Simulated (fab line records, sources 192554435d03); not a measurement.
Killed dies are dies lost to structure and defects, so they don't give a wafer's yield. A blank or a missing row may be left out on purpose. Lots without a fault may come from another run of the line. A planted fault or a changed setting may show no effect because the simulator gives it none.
Chamber matching | flow n5_finfet | N5_ZERO_LAYER_ETCH_18 on rie_si-03: 4 sister chambers
The step etches Si in HBr/Cl2, target depth 120 nm, time 40 s. 14 wafers are shown with their chamber, then 7 later ones without.

WAFERS WITH THEIR CHAMBER
wafer  | chamber | throttle_valve_pct (%) | oes_product_au (a.u.)
L077.1 | 1       | 36.34                  | 0.986
L077.5 | 0       | 36.09                  | 0.986
L077.6 | 1       | 36.34                  | 0.987
L080.1 | 2       | 36.04                  | 0.998
L080.3 | 3       | 36.01                  | 1.010
L080.5 | 1       | 36.34                  | 0.984
L082.1 | 3       | 36.01                  | 1.012
L082.4 | 2       | 36.05                  | 0.992
L082.5 | 0       | 36.07                  | 0.992
L084.1 | 2       | 36.04                  | 0.992
L084.4 | 0       | 36.08                  | 0.988
L084.5 | 1       | 36.37                  | 0.983
L086.1 | 2       | 36.03                  | 0.992
L086.4 | 0       | 36.08                  | 0.981

SIGNATURES (means of the wafers above)
reading            | chamber 0 | chamber 1 | chamber 2 | chamber 3 | scatter within a chamber
throttle_valve_pct | 36.0800   | 36.3475   | 36.0400   | 36.0100   | 0.0104
oes_product_au     | 0.98675   | 0.98500   | 0.99350   | 1.01100   | 0.00319
Rule: a wafer's distance from a chamber is the root of the sum, over the readings, of the square of ((its reading less the chamber's mean) divided by the reading's scatter). The wafer belongs to the nearest chamber; if the next one is less than 2 further off, it can't be placed. The scatter: the root of (the sum of the squares of (reading less its chamber's mean) over the shown wafers, divided by (wafers less chambers)).

WAFERS WITHOUT THEIR CHAMBER
wafer  | throttle_valve_pct (%) | oes_product_au (a.u.)
L086.5 | 36.34                  | 0.987
L087.3 | 36.08                  | 0.987
L087.4 | 36.03                  | 0.993
L087.6 | 36.02                  | 1.018
L093.3 | 36.03                  | 0.991
L093.4 | 36.01                  | 1.010
L093.6 | 36.09                  | 0.996

WHICH CHAMBER EACH WENT THROUGH
wafer  | from the rows above     | in truth
L086.5 | 1                       | 1
L087.3 | 0                       | 0
L087.4 | 2                       | 2
L087.6 | 3                       | 3
L093.3 | 2                       | 2
L093.4 | 3                       | 3
L093.6 | can't be placed: 0 or 2 | 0
Placed correctly: 6 of 7. Can't be placed from these rows: 1 (the true chamber is among the candidates in 1). Placed wrongly: 0.
